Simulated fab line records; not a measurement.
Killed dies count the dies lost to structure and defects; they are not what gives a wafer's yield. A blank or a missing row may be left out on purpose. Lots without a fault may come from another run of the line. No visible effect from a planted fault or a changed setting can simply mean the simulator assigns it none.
fab line records | flow n5Finfet | part 2 of 2: steps 22 to 26 of 26
record lots=5 | wafers=15 | lastDay=16
route steps=1938 shown MOL_CONTACT_COAG@565
lots with no fault: from the same line, run without faults
startH: the number of hours between the record's first day and the start of the first shown wafer of the lot | waitH: hours since the lot's step before | " the same as in the row above | L1.1+2: a row that stands for several wafers | - no value present, or no start provided | * or withheld: withheld | < > ~ a bound
route shown NAME@n: names a module that has steps shown in the file, with the first one's number in the route | usual: mean/standard deviation taken from wafers without a fault | same: alike in all rows | chamber/n: place in a boat | sites: each site's reading | _std_site: standard deviation across them | _edge_site: the outer-site mean with the inner-site mean subtracted | radiusMm: how far each site lies from the wafer's centre | mask NAME#n: copy n | behind: the last tool/chamber to shape the wafer | hold: cause of the lot's hold/its duration in hours/its outcome | device: the transistor (n, p or np) that didn't switch | end of line: the route-end tests of the same wafers | where a step has no rows: the recipe by itself | killed: dies that structure and defects cost at the first sort, which is not the same as the wafer's yield | map: a wafer's dies, x killed, . not, _ none there
set.NAME: the setting the step ran with; set.NAME@STEP: the setting that earlier step ran with | model.NAME: the simulator's own value behind a step, which no gauge read
lots at some steps of the route; a table a step, a row a wafer
services: the hour from which a tool's chamber was out of use, counted from the record's first day as startH (under 0 if before that day), plus the number of hours and why
## steps
# step N5_MOL_CONTACT_COAG_VIA_ETCH_46
# recipe chemistry=C4F6/O2 | targetDepthA=460 | overetchA=92 | maskMaterial=SOC | target=SiO2 | biasW=455 | pressureMtorr=10 | timeS=40 | sourceW=325 | Ar_flow_sccm=300 | C4F6_flow_sccm=10 | O2_flow_sccm=10 | ionEnergyEv=575.3 | ends=endPoint
# usual drypumpMotorCurrentA=5.7/0.41 | oes_ar_750_au=0.78/0.076 | oes_f_703_au=0.79/0.075 | oesProductAu=0.70/0.07 | rfVppV=1592/29 | showerheadPlenumPTorr=2.81/0.081 | throttleValvePct=40.8/0.3
lot.wafer | tool       | chamber | startH | waitH | drypumpMotorCurrentA | oes_ar_750_au | oes_f_703_au | oesProductAu | rfHoursCounterH | rfVppV | showerheadPlenumPTorr | throttleValvePct
L075.2    | rieDiel-06 | 1       | 110.35 | 0.0   | 5.4                  | 0.80          | 0.81         | 0.70         | 110             | 1578   | 2.84                  | 40.6
L075.4    | "          | 0       | "      | "     | 5.0                  | 0.71          | 0.70         | 0.65         | 207             | 1628   | 2.93                  | 41.1
L075.5    | "          | 2       | "      | "     | 5.7                  | 0.69          | 0.69         | 0.62         | -               | 1540   | 2.68                  | 40.1
L076.2    | rieDiel-03 | 3       | 111.91 | 0.0   | 5.6                  | 0.92          | 0.91         | 0.83         | 13              | 1600   | 2.79                  | 40.8
L076.3    | "          | 2       | "      | "     | 6.2                  | 0.78          | 0.80         | 0.68         | 142             | 1583   | 2.73                  | 40.7
L076.5    | "          | 2       | "      | "     | 6.2                  | 0.78          | 0.80         | 0.68         | -               | 1584   | 2.73                  | 40.7
L079.1    | rieDiel-05 | 0       | 132.12 | 0.0   | 5.7                  | 0.74          | 0.76         | 0.65         | 178             | 1537   | 2.82                  | 41.0
L079.3    | "          | 2       | "      | "     | 5.7                  | 0.75          | 0.76         | 0.67         | 174             | 1635   | 2.96                  | 40.5
L079.5    | "          | 2       | "      | "     | 5.7                  | 0.76          | 0.75         | 0.68         | -               | 1635   | 2.96                  | 40.5
L082.3    | rieDiel-06 | 1       | 147.35 | 0.0   | 5.4                  | 0.79          | 0.80         | 0.70         | 124             | 1578   | 2.84                  | 40.7
L082.4    | "          | 0       | "      | "     | 5.0                  | 0.70          | 0.69         | 0.64         | 221             | 1627   | 2.92                  | 41.1
L082.6    | "          | 3       | "      | "     | 6.5                  | 0.73          | 0.73         | 0.65         | -               | 1586   | 2.72                  | 40.4
L095.3    | rieDiel-03 | 3       | 225.83 | 0.0   | 5.6                  | 0.84          | 0.82         | 0.76         | 59              | 1598   | 2.77                  | 40.8
L095.4    | "          | 3       | "      | "     | 5.6                  | 0.84          | 0.82         | 0.77         | -               | 1596   | 2.77                  | 40.9
L095.5    | "          | 1       | "      | "     | 5.3                  | 0.91          | 0.92         | 0.82         | -               | 1635   | 2.89                  | 40.9
# step N5_MOL_CONTACT_COAG_STRIP_96
# recipe chemistry=N2/H2 | powerW=500 | tempC=40 | pressureMtorr=50 | rfFrequencyHz=6e+07 | overashFraction=0.3 | biasPowerW=28 | h2Frac=0.5 | n2FlowSccm=300 | h2FlowSccm=300
# usual drypumpMotorCurrentA=5.7/0.41 | oesProductAu=0.78/0.085 | powerW=500.0/1.4 | rfVppV=121.7/1.2 | showerheadPlenumPTorr=3.32/0.094 | throttleValvePct=18.8/0.34
lot.wafer | tool       | chamber | startH | waitH | drypumpMotorCurrentA | oesProductAu | powerW | rfHoursCounterH | rfVppV | showerheadPlenumPTorr | throttleValvePct
L075.2    | rieDiel-06 | 1       | 110.42 | 0.0   | 5.4                  | 0.79         | 499.4  | 110             | 122.8  | 3.37                  | 18.1
L075.4    | "          | 0       | "      | "     | 5.1                  | 0.72         | 498.3  | 207             | 120.5  | 3.46                  | 19.1
L075.5    | "          | 2       | "      | "     | 5.7                  | 0.69         | 502.0  | -               | 118.9  | 3.19                  | 18.7
L076.2    | rieDiel-03 | 3       | 111.98 | 0.0   | 5.6                  | 0.96         | 500.5  | 13              | 123.1  | 3.30                  | 18.8
L076.3    | "          | 2       | "      | "     | 6.2                  | 0.76         | 500.5  | 142             | 121.3  | 3.25                  | 19.2
L076.5    | "          | 2       | "      | "     | 6.2                  | 0.76         | 499.5  | -               | 122.4  | 3.25                  | 19.2
L079.1    | rieDiel-05 | 0       | 132.18 | 0.0   | 5.7                  | 0.72         | 498.1  | 178             | 121.2  | 3.34                  | 18.7
L079.3    | "          | 2       | "      | "     | 5.6                  | 0.77         | 497.2  | 174             | 122.1  | 3.47                  | 18.6
L079.5    | "          | 2       | "      | "     | 5.6                  | 0.76         | 501.7  | -               | 122.7  | 3.47                  | 18.6
L082.3    | rieDiel-06 | 1       | 147.42 | 0.0   | 5.4                  | 0.77         | 498.7  | 124             | 121.3  | 3.36                  | 18.1
L082.4    | "          | 0       | "      | "     | 5.1                  | 0.70         | 501.0  | 221             | 122.4  | 3.45                  | 19.2
L082.6    | "          | 3       | "      | "     | 6.4                  | 0.72         | 498.9  | -               | 120.7  | 3.20                  | 18.7
L095.3    | rieDiel-03 | 3       | 225.90 | 0.0   | 5.6                  | 0.87         | 499.4  | 60              | 121.4  | 3.27                  | 18.8
L095.4    | "          | 3       | "      | "     | 5.6                  | 0.86         | 499.1  | -               | 121.1  | 3.27                  | 18.8
L095.5    | "          | 1       | "      | "     | 5.3                  | 0.92         | 501.2  | -               | 121.9  | 3.43                  | 19.2
# step N5_MOL_CONTACT_COAG_ETCH_47
# recipe chemistry=CH3F/O2 | target=SiNx | targetDepthA=270 | maskMaterial=SiO2 | stopOn=W | overEtchFrac=0.2 | ionEnergyEv=120 | endpoint=OES-CN | pressureMtorr=30 | sourceW=395 | biasW=73 | Ar_flow_sccm=150 | CH3F_flow_sccm=30 | O2_flow_sccm=20 | ends=endPoint
# usual drypumpMotorCurrentA=5.6/0.41 | etchRfOnTimeS=30.9/0.58 | oes_ar_750_au=0.78/0.075 | oes_f_703_au=0.79/0.074 | oesProductAu=0.70/0.075 | rfVppV=299/5.7 | showerheadPlenumPTorr=1.98/0.06 | throttleValvePct=16.32/0.15
lot.wafer | tool       | chamber | startH | waitH | drypumpMotorCurrentA | etchRfOnTimeS | oes_ar_750_au | oes_f_703_au | oesProductAu | rfHoursCounterH | rfVppV | showerheadPlenumPTorr | throttleValvePct
L075.2    | rieDiel-06 | 1       | 110.46 | 0.0   | 5.4                  | 31.0          | 0.81          | 0.81         | 0.70         | 110             | 296    | 2.00                  | 16.01
L075.4    | "          | 0       | "      | "     | 5.0                  | 31.6          | 0.71          | 0.69         | 0.64         | 207             | 305    | 2.07                  | 16.52
L075.5    | "          | 2       | "      | "     | 5.7                  | 32.0          | 0.69          | 0.68         | 0.61         | -               | 289    | 1.88                  | 16.39
L076.2    | rieDiel-03 | 3       | 112.02 | 0.0   | 5.6                  | 30.3          | 0.93          | 0.90         | 0.85         | 13              | 298    | 1.96                  | 16.17
L076.3    | "          | 2       | "      | "     | 6.2                  | 30.6          | 0.77          | 0.80         | 0.68         | 142             | 297    | 1.92                  | 16.34
L076.5    | "          | 2       | "      | "     | 6.2                  | 30.4          | 0.78          | 0.80         | 0.69         | -               | 298    | 1.92                  | 16.33
L079.1    | rieDiel-05 | 0       | 132.22 | 0.0   | 5.7                  | 30.9          | 0.75          | 0.76         | 0.66         | 178             | 288    | 1.99                  | 16.40
L079.3    | "          | 2       | "      | "     | 5.6                  | 30.5          | 0.75          | 0.75         | 0.68         | 174             | 305    | 2.09                  | 16.11
L079.5    | "          | 2       | "      | "     | 5.7                  | 30.6          | 0.76          | 0.75         | 0.68         | -               | 308    | 2.09                  | 16.11
L082.3    | rieDiel-06 | 1       | 147.46 | 0.0   | 5.4                  | 31.5          | 0.79          | 0.80         | 0.70         | 124             | 294    | 2.00                  | 16.03
L082.4    | "          | 0       | "      | "     | 5.1                  | 32.0          | 0.70          | 0.69         | 0.63         | 221             | 305    | 2.06                  | 16.55
L082.6    | "          | 3       | "      | "     | 6.4                  | 31.4          | 0.73          | 0.74         | 0.65         | -               | 298    | 1.91                  | 16.32
L095.3    | rieDiel-03 | 3       | 225.94 | 0.0   | 5.6                  | 31.0          | 0.84          | 0.82         | 0.76         | 60              | 300    | 1.95                  | 16.25
L095.4    | "          | 3       | "      | "     | 5.6                  | 30.9          | 0.84          | 0.82         | 0.77         | -               | 299    | 1.95                  | 16.27
L095.5    | "          | 1       | "      | "     | 5.3                  | 30.5          | 0.92          | 0.91         | 0.83         | -               | 308    | 2.03                  | 16.28
# step N5_MOL_CONTACT_COAG_STRIP_119
# recipe chemistry=N2/H2 | timeS=30 | powerW=1000 | tempC=250 | pressureMtorr=withheld | n2FlowSccm=1750 | h2FlowSccm=3250
# usual drypumpMotorCurrentA=5.40/0.16 | heaterPowerW=342/36
lot.wafer | tool           | chamber | startH | waitH | drypumpMotorCurrentA | heaterPowerW | rfHoursCounterH
L075.2    | plasmaAsher-01 | 0       | 110.54 | 0.1   | 5.19                 | 324          | 43
L075.4    | "              | 0       | "      | "     | 5.18                 | 326          | -
L075.5    | "              | 0       | "      | "     | 5.16                 | 318          | -
L076.2    | plasmaAsher-01 | 1       | 112.10 | 0.1   | 5.57                 | 376          | 44
L076.3    | "              | 1       | "      | "     | 5.58                 | 374          | -
L076.5    | "              | 0       | "      | "     | 5.19                 | 316          | -
L079.1    | plasmaAsher-01 | 0       | 132.30 | 0.1   | 5.18                 | 328          | 48
L079.3    | "              | 1       | "      | "     | 5.61                 | 370          | -
L079.5    | "              | 0       | "      | "     | 5.17                 | 321          | -
L082.3    | plasmaAsher-02 | 1       | 147.56 | 0.1   | 5.32                 | 297          | -
L082.4    | "              | 0       | "      | "     | 5.52                 | 379          | -
L082.6    | "              | 1       | "      | "     | 5.33                 | 298          | -
L095.3    | plasmaAsher-02 | 0       | 226.04 | 0.1   | 5.51                 | 377          | -
L095.4    | "              | 1       | "      | "     | 5.31                 | 289          | -
L095.5    | "              | 0       | "      | "     | 5.52                 | 372          | -
# step N5_MOL_CONTACT_COAG_PRECLEAN_144
# recipe chemistry=alkalineClean | tempC=60 | timeS=60 | doPpb=50
# usual bathHeatDutyPct=10.0/1.2
lot.wafer | tool        | chamber | startH | waitH | bathHeatDutyPct
L075.2    | wetBench-01 | 6       | 110.63 | 0.1   | 9.4
L075.4    | "           | 4       | "      | "     | 8.5
L075.5    | "           | 0       | "      | "     | 10.5
L076.2    | wetBench-05 | 5       | 112.18 | 0.1   | 10.0
L076.3    | "           | 1       | "      | "     | 10.1
L076.5    | "           | 2       | "      | "     | 10.8
L079.1    | wetBench-01 | 6       | 132.39 | 0.1   | 8.4
L079.3    | "           | 1       | "      | "     | 9.7
L079.5    | "           | 2       | "      | "     | 11.0
L082.3    | wetBench-06 | 6       | 147.63 | 0.0   | 10.6
L082.4    | "           | 7       | "      | "     | 8.1
L082.6    | "           | 3       | "      | "     | 10.5
L095.3    | wetBench-06 | 6       | 226.11 | 0.0   | 11.2
L095.4    | "           | 5       | "      | "     | 9.0
L095.5    | "           | 1       | "      | "     | 9.4
## services
tool           | chamber | startH | hours | kind
plasmaAsher-02 | -       | 85.76  | 3.6   | repair
wetBench-05    | -       | 92.69  | 7.4   | repair
rieDiel-06     | 3       | 94.68  | 12.9  | repair
euvScanner-02  | -       | 95.19  | 1.7   | repair
euvScanner-02  | -       | 101.28 | 1.0   | pm
euvScanner-02  | -       | 103.44 | 4.6   | pm
wetBench-05    | -       | 121.17 | 1.9   | pm
euvScanner-02  | -       | 130.83 | 5.8   | pm
aldSin-02      | 0       | 151.45 | 4.1   | repair
euvScanner-02  | -       | 157.43 | 1.0   | pm
rieDiel-06     | 2       | 158.01 | -     | clean
rieDiel-06     | 2       | 158.01 | -     | consumableReplace:focusRing
rieDiel-06     | 2       | 158.01 | -     | consumableReplace:showerhead
rieDiel-06     | 2       | 158.01 | 24.5  | scheduledDown
rieDiel-05     | 2       | 169.34 | 16.3  | repair
rieDiel-05     | 0       | 170.33 | 5.8   | repair
aldSin-02      | 1       | 171.39 | 20.0  | repair
aldSin-02      | -       | 177.03 | 14.0  | pm
euvScanner-02  | -       | 181.99 | 1.9   | repair
wetBench-01    | -       | 188.15 | 1.5   | repair
plasmaAsher-02 | -       | 195.77 | 10.0  | pm
euvScanner-02  | -       | 215.68 | 1.0   | pm
plasmaAsher-01 | -       | 218.64 | 0.6   | repair
rieDiel-03     | 0       | 223.19 | 7.0   | repair
